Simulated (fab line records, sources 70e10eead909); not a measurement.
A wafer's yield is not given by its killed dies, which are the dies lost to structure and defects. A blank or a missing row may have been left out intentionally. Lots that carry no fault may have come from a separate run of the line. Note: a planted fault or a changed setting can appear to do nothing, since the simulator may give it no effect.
Comparing a struck lot with a sound one + flow nand harc + 14 steps out of a route of 1159
Sound: these wafers, L748.1, L748.2, L748.5. Struck: wafer L758.1 (left out: L758.6, a lot-mate that was not struck); the cause follows at the end.
At each step with rows: each side's tool, then ch and its chambers, then its first start. Under that, the readings that differ: sound wafers + struck wafers + difference of the means + sigmas: that difference in standard deviations of wafers without a fault.
alike: words and numbers the same on both sides, and readings whose means are apart by under 2 such deviations; not compared: readings that were withheld, readings missing a value for some wafer, numbers with overlapping values and no deviation given by the record, and bounds like >300 which may hide the same value.
Wherever a step has rows on one side only, a row that says differs or no value, or a row with sigmas, the two part there. Numbers that don't overlap but have no deviation are shown without sigmas and don't part them. A reading that every wafer of one side lacks parts them only if that side has two wafers or more.

first, 2 steps without rows for these wafers: NHARC_A_SOURCE_PLATE_SRD_01; NHARC_A_SOURCE_PLATE_OXIDE_02 (material SiO2, target thk 10 nm, ox time 1362 s).
NHARC_A_SOURCE_PLATE_THK_MEAS_09: measures by ellipsometry.
  struck on film metro-02, day 10 11:23; sound on film metro-01, day 8 00:15
  alike: thk nm
then, 3 steps without rows for these wafers: NHARC_A_SOURCE_PLATE_PVD_04 (deposits WSi2, target thk 50 nm); NHARC_A_SOURCE_PLATE_CVD_03 (deposits poly-Si, target thk 200 nm, time 4000 s); NHARC_A_SOURCE_PLATE_ANNEAL_05 (time 1800 s).
NHARC_A_SOURCE_PLATE_THK_MEAS_06: measures by ellipsometry.
  struck on film metro-01, day 11 00:16; sound on film metro-01, day 8 13:49
  alike: thk nm
NHARC_A_SOURCE_PLATE_INSPECT_08:
  struck on defect inspect-02, day 11 00:19; sound on defect inspect-01, day 8 13:53
  alike: raw defect count
then, no rows for these wafers at 1 step: NHARC_A_ONON_D1_DEP_00 (target thk 1000 nm).
NHARC_A_ONON_D1_THK_MEAS_02: measures by ellipsometry.
  struck on film metro-01, day 11 00:54; sound on film metro-02, day 8 14:34
  alike: thk nm
NHARC_A_ONON_D1_DEP_03: target thk 1000 nm.
  sound on pecvd onon-02 ch 0, day 8 14:46; struck on pecvd onon-03 ch 0, day 11 00:57
  alike: n2o flow sccm
NHARC_A_ONON_D1_THK_MEAS_05: measures by ellipsometry.
  struck on film metro-01, day 11 01:28; sound on film metro-02, day 8 15:16
| reading     | sound         | struck | difference | sigmas |
|-------------|---------------|--------|------------|--------|
| thk nm (nm) | 1000 997 1000 | 1545   | +546       | +69    |
then, no rows for these wafers at 1 step: NHARC_A_ONON_D1_DEP_06 (target thk 1000 nm).
-- the record jumps here: 11 days lie between the struck wafers' starts before and after (it left off in module A_ONON_D1 and takes up again in module END, whose first step shown is number 1159 of the route) --
NHARC_END_SORT_01:
  sound on prober-01 ch 0, day 20 22:10; struck on prober-02 ch 0, day 22 02:05
| reading         | sound    | struck | difference | sigmas |
|-----------------|----------|--------|------------|--------|
| killed at array | 22 21 13 | 677    | +658       | +60    |
| killed dies     | 26 22 14 | 677    | +656       | +55    |
  alike: killed at other, killed at periphery, killed open, killed short

== WHERE THEY PART ==
Earliest at NHARC_A_ONON_D1_THK_MEAS_05; latest, in this record, at NHARC_END_SORT_01.

WHY: the cause the simulator had injected
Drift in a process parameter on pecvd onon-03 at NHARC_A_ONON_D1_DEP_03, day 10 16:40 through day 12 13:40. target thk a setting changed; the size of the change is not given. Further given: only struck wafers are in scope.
